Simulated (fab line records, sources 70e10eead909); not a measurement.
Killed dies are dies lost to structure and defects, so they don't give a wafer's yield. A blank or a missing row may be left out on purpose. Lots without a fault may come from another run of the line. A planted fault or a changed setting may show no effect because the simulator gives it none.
Chamber matching | flow nand_harc | NHARC_P_M2_ETCH_35 on rie_diel-13: 4 sister chambers
The step etches the open film in N2/H2, target depth 40 nm, overetch 12 nm, time 43.94 s. 4 wafers are shown with their chamber, then 7 later ones without.

WAFERS WITH THEIR CHAMBER
wafer  | chamber | drypump_motor_current_A (A)
L087.6 | 2       | 5.7
L091.3 | 0       | 5.4
L093.2 | 3       | 5.8
L093.3 | 1       | 5.1

WAFERS WITHOUT THEIR CHAMBER
wafer  | drypump_motor_current_A (A)
L093.4 | 5.3
L094.2 | 5.1
L094.3 | 5.7
L094.5 | 5.0
L097.1 | 5.1
L097.3 | 5.7
L097.4 | 5.4

WHICH CHAMBER EACH WENT THROUGH
wafer  | from the rows above     | in truth
L093.4 | can't be placed: 0 or 1 | 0
L094.2 | 1                       | 1
L094.3 | can't be placed: 2 or 3 | 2
L094.5 | 1                       | 1
L097.1 | 1                       | 1
L097.3 | can't be placed: 2 or 3 | 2
L097.4 | 0                       | 0
Placed correctly: 4 of 7. Can't be placed from these rows: 3 (the true chamber is among the candidates in 3). Placed wrongly: 0.
How it was worked out, from the rows above alone: a wafer's distance from a chamber is the root of the sum, over the readings, of the square of ((its reading less the chamber's mean) divided by the reading's scatter). The wafer belongs to the nearest chamber; if the next one is less than 2 further off, it can't be placed. A chamber's mean is the mean of its shown wafers. The scatter: with one shown wafer a chamber, the root of the mean of the squares of how far each hidden wafer lies from its nearest shown one.
